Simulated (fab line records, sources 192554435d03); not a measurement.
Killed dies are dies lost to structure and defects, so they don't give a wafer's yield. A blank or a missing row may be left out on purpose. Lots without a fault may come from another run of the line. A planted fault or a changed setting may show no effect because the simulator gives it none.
A struck lot beside a sound one | flow n5_finfet | 15 steps out of a route of 1938
Sound: wafers L184.2, L184.5, L184.6. Struck: wafers L191.2, L191.5. (L191.1 of the same lot was not struck and is left out.) The cause comes at the end.
At each step with rows: each side's tool, then ch and its chambers, then its first start. Under that, the readings that differ: sound wafers | struck wafers | difference of the means | sigmas: that difference in standard deviations of wafers without a fault.
alike: readings whose means differ by less than 2 such deviations, and words and numbers that are the same on both sides. not compared: withheld readings, readings that some wafer has no value for, bounds like >300 that may hide the same value, and numbers for which the record gives no deviation and whose values overlap.
The two part at a step that has a row with sigmas, a row that says differs or no value, or rows on one side only. Numbers that don't overlap but have no deviation are shown without sigmas and don't part them. A reading that every wafer of one side lacks parts them only if that side has two wafers or more.

first, 7 steps without rows for these wafers: N5_BEOL_M14_COAT_22 (resist thk 300 nm); N5_BEOL_M14_EBR_24; N5_BEOL_M14_SOFTBAKE_23 (time 60 s); N5_BEOL_M14_EXPOSE_25 (exposes mask M14, target cd 280 nm); N5_BEOL_M14_PEB_26 (peb time 90 s); N5_BEOL_M14_DEVELOP_27 (develop time 45 s); N5_BEOL_M14_HARDBAKE_32 (time 120 s).
N5_BEOL_M14_CD_MEAS_28: target cd 284.4 nm.
  sound on cd_sem-02 ch 0, day 12 15:06; struck on cd_sem-03 ch 0, day 14 10:52
  alike: cd_nm
N5_BEOL_M14_OVL_MEAS_29:
  sound on overlay-01 ch 0, day 12 15:07; struck on overlay-02 ch 0, day 14 10:54
  alike: M14_OVL
N5_BEOL_M14_INSPECT_30: inspects for defects (macro).
  sound on defect_inspect-01, day 12 15:09; struck on defect_inspect-01, day 14 10:55
  alike: raw_defect_count
N5_BEOL_M14_DESCUM_33: chemistry O2, time 7.9 s.
  sound on rie_diel-01 ch 0,3, day 12 15:11; struck on rie_diel-01 ch 2, day 14 10:59
  reading                     | sound       | struck  | difference | sigmas
  drypump_motor_current_A (A) | 6.7 5.4 6.7 | 5.3 5.3 | -1.0       | -2
  alike: oes_product_au, rf_vpp_V, showerhead_plenum_p_Torr, throttle_valve_pct
  not compared: rf_hours_counter_h
N5_BEOL_M14_ETCH_67: etches SiARC in CF4, target depth 143 nm, time 238.3 s.
  sound on rie_diel-01 ch 0,3, day 12 15:13; struck on rie_diel-01 ch 2, day 14 11:01
  reading                     | sound       | struck  | difference | sigmas
  drypump_motor_current_A (A) | 6.7 5.5 6.7 | 5.3 5.3 | -1.0       | -2
  alike: etch_rf_on_time_s, oes_product_au, rf_vpp_V, showerhead_plenum_p_Torr, throttle_valve_pct
  not compared: rf_hours_counter_h
N5_BEOL_M14_ETCH_68: etches SOC in N2/H2, time 450 s.
  sound on rie_diel-01 ch 0,3, day 12 15:22; struck on rie_diel-01 ch 2, day 14 11:10
  reading                                     | sound             | struck      | difference | sigmas
  drypump_motor_current_A (A)                 | 6.7 5.5 6.7       | 5.3 5.3     | -1.0       | -2
  run_length_s (s)                            | 472.9 473.9 472.8 | 572.6 572.8 | +99.5      | +99 or more
  model.SiARC_of_BEOL_M14_COAT_66.thk_nm (nm) | 65.4 63.6 65.4    | 55 55       | -10        |
  alike: oes_product_au, rf_vpp_V, showerhead_plenum_p_Torr, throttle_valve_pct
  not compared: rf_hours_counter_h
then, 1 step without rows for these wafers: N5_BEOL_M14_STRIP_69 (strips in N2/H2).
N5_PASSIVATION_PROBE_49:
  the record has rows for the sound wafers here (prober-02, day 13 16:35) and none for the struck ones

WHERE THEY PART
First at N5_BEOL_M14_DESCUM_33; last, within this record, at N5_PASSIVATION_PROBE_49.

WHY: what the simulator had put in
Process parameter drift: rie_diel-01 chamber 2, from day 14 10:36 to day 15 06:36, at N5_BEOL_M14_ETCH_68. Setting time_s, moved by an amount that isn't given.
